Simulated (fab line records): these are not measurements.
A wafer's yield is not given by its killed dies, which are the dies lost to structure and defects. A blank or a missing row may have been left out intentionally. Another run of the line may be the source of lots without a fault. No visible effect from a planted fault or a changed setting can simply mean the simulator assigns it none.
Chamber matching | flow n5_finfet | 4 sister chambers for N5_SD_EPI_N_ETCH_35 on rie_diel-01
The step etches SOC in N2/H2, overetch 108 nm, time 486 s. 4 wafers are shown with their chamber, then 8 later ones without.

== WAFERS PAIRED WITH THEIR CHAMBERS ==
wafer  | chamber | drypump_motor_current_A (A)
L080.1 | 3       | 5.2
L082.2 | 1       | 5.7
L082.3 | 2       | 5.0
L089.2 | 0       | 6.5

== WAFERS WITHOUT THEIR CHAMBER ==
wafer  | drypump_motor_current_A (A)
L089.3 | 5.6
L089.5 | 5.0
L091.1 | 5.0
L091.3 | 5.2
L091.6 | 6.5
L096.2 | 5.0
L096.3 | 5.7
L096.6 | 6.5

== CHAMBER TAKEN BY EACH ==
wafer  | from the rows above | in truth
L089.3 | 1                   | 1
L089.5 | 2                   | 2
L091.1 | 2                   | 2
L091.3 | 3                   | 3
L091.6 | 0                   | 0
L096.2 | 2                   | 2
L096.3 | 1                   | 1
L096.6 | 0                   | 0
8 of 8 placed correctly. Number that these rows cannot place: 0. 0 placed wrongly.
How it was worked out, from the rows above alone: a wafer's distance from a chamber is the root of the sum, over the readings, of the square of ((its reading less the chamber's mean) divided by the reading's scatter). The wafer belongs to the nearest chamber; if the next one is less than 2 further off, it can't be placed. A chamber's mean is the mean of its shown wafers. The scatter (one wafer shown for each chamber): square how far every hidden wafer sits from the nearest shown wafer, average those squares and take the square root.
